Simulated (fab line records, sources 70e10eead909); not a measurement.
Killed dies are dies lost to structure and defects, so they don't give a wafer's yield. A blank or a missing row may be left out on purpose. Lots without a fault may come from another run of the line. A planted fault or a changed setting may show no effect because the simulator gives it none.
Chamber matching | flow nand_harc | NHARC_A_STAIRCASE_DEP_301 on pecvd-01: 3 sister chambers
The step deposits SiON, target thk 30 nm. 3 wafers are shown with their chamber, then 11 later ones without.

WAFERS WITH THEIR CHAMBER
wafer  | chamber | heater_power_w (W)
L087.4 | 0       | 704
L091.5 | 2       | 651
L092.3 | 1       | 687

WAFERS WITHOUT THEIR CHAMBER
wafer  | heater_power_w (W)
L092.4 | 656
L092.5 | 704
L093.1 | 735
L093.2 | 703
L093.3 | 715
L095.3 | 683
L095.5 | 621
L095.6 | 770
L097.3 | 732
L097.5 | 701
L097.6 | 715

WHICH CHAMBER EACH WENT THROUGH
wafer  | from the rows above          | in truth
L092.4 | can't be placed: 2 or 1 or 0 | 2
L092.5 | can't be placed: 0 or 1      | 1
L093.1 | can't be placed: 0 or 1      | 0
L093.2 | can't be placed: 0 or 1 or 2 | 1
L093.3 | can't be placed: 0 or 1      | 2
L095.3 | can't be placed: 1 or 0 or 2 | 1
L095.5 | can't be placed: 2 or 1      | 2
L095.6 | can't be placed: 0 or 1      | 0
L097.3 | can't be placed: 0 or 1      | 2
L097.5 | can't be placed: 0 or 1 or 2 | 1
L097.6 | can't be placed: 0 or 1      | 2
Placed correctly: 0 of 11. Can't be placed from these rows: 11 (the true chamber is among the candidates in 8). Placed wrongly: 0.
How it was worked out, from the rows above alone: a wafer's distance from a chamber is the root of the sum, over the readings, of the square of ((its reading less the chamber's mean) divided by the reading's scatter). The wafer belongs to the nearest chamber; if the next one is less than 2 further off, it can't be placed. A chamber's mean is the mean of its shown wafers. The scatter: with one shown wafer a chamber, the root of the mean of the squares of how far each hidden wafer lies from its nearest shown one.
